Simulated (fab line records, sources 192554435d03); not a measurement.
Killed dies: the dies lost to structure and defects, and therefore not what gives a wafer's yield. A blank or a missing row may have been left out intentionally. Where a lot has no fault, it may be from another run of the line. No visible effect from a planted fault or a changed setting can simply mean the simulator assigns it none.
What tool caused it? | flow n5-finfet | 10 lots, 29 wafers sampled, at 3 steps of a route of 1938

## WHAT THE GAUGES READ, wafer by wafer
N5_BEOL_M4_OVL_MEAS_12.
lot  | measured     | on         | M4_OVL (nm)
L351 | day 8 13:14  | overlay-02 | -0.7 0.0 -0.9
L352 | day 8 22:03  | overlay-01 | -0.2 0.1 -0.1
L348 | day 9 04:56  | overlay-01 | 0.1 1.2 0.0
L354 | day 9 11:14  | overlay-02 | -0.4 -0.2 0.1
L356 | day 9 19:06  | overlay-02 | 0.0 -0.4 -0.3
L362 | day 11 23:23 | overlay-01 | 14.6 14.5
L363 | day 12 04:51 | overlay-01 | 14.6 15.1 14.8
L361 | day 12 08:01 | overlay-02 | -0.1 -0.7 0.0
L367 | day 13 07:50 | overlay-02 | 0.1 -0.1 -0.3
L370 | day 13 23:28 | overlay-02 | -0.1 0.2 0.1

## EACH LOT AND THE TOOL THAT RAN IT (in order: tool; ch and the chambers of the sampled wafers; start)
lot  | N5_BEOL_M3_CO_CAP_55             | N5_BEOL_M4_EXPOSE_08
L351 | cvd-co-02 ch 0,1, day 8 11:42    | euv-scanner-01 ch 0, day 8 13:05
L352 | cvd-co-01 ch 0,1,2, day 8 19:30  | euv-scanner-02 ch 0, day 8 21:53
L348 | cvd-co-02 ch 0,1,2, day 9 01:51  | euv-scanner-01 ch 0, day 9 04:46
L354 | cvd-co-01 ch 0,1,2, day 9 09:26  | euv-scanner-02 ch 0, day 9 11:04
L356 | cvd-co-01 ch 1,2, day 9 15:46    | euv-scanner-01 ch 0, day 9 18:56
L362 | cvd-co-01 ch 0,1, day 11 21:41   | euv-scanner-01 ch 0, day 11 23:14
L363 | cvd-co-02 ch 0,2, day 12 03:11   | euv-scanner-01 ch 0, day 12 04:41
L361 | cvd-co-02 ch 0,2, day 12 07:01   | euv-scanner-02 ch 0, day 12 07:52
L367 | cvd-co-02 ch 0,1,2, day 13 03:28 | euv-scanner-02 ch 0, day 13 07:41
L370 | cvd-co-01 ch 0,1,2, day 13 22:26 | euv-scanner-02 ch 0, day 13 23:19
- N5_BEOL_M3_CO_CAP_55: material Co, precursor CCTBA/H2, target thk 2 nm, time 102.1 s.
- N5_BEOL_M4_EXPOSE_08: exposes mask M4.

## THE ANSWER, worked out from the rows above alone
Rule: the lots themselves supply what counts as usual. Put in order of their means at a reading, lots are off if they are a third of the lots or fewer, leave a main group of 4 or more, and stand apart from it by a gap of 3 or more times the standard deviation of the main group's means; of several such gaps the widest counts. The tables above print the reading to a certain number of digits; a main group whose means all agree to those digits is not used. A lot without any number at a reading at which 4 lots or more have one is off too. Where the step has rows for the other lots, those lots are counted as sound.
Off: at N5_BEOL_M4_OVL_MEAS_12 (M4_OVL), L362, L363. Main group: mean -0.1 nm, sd 0.26.
If a tool, at a process step before that reading, ran all the lots that are off and no sound lot after the first of them, it fits. The gauges at N5_BEOL_M4_OVL_MEAS_12 are tried like those tools. Undecided on this evidence; 2 tools fit (euv-scanner-01 at N5_BEOL_M4_EXPOSE_08, overlay-01 at N5_BEOL_M4_OVL_MEAS_12).

## WHAT WAS PUT IN BY THE SIMULATOR
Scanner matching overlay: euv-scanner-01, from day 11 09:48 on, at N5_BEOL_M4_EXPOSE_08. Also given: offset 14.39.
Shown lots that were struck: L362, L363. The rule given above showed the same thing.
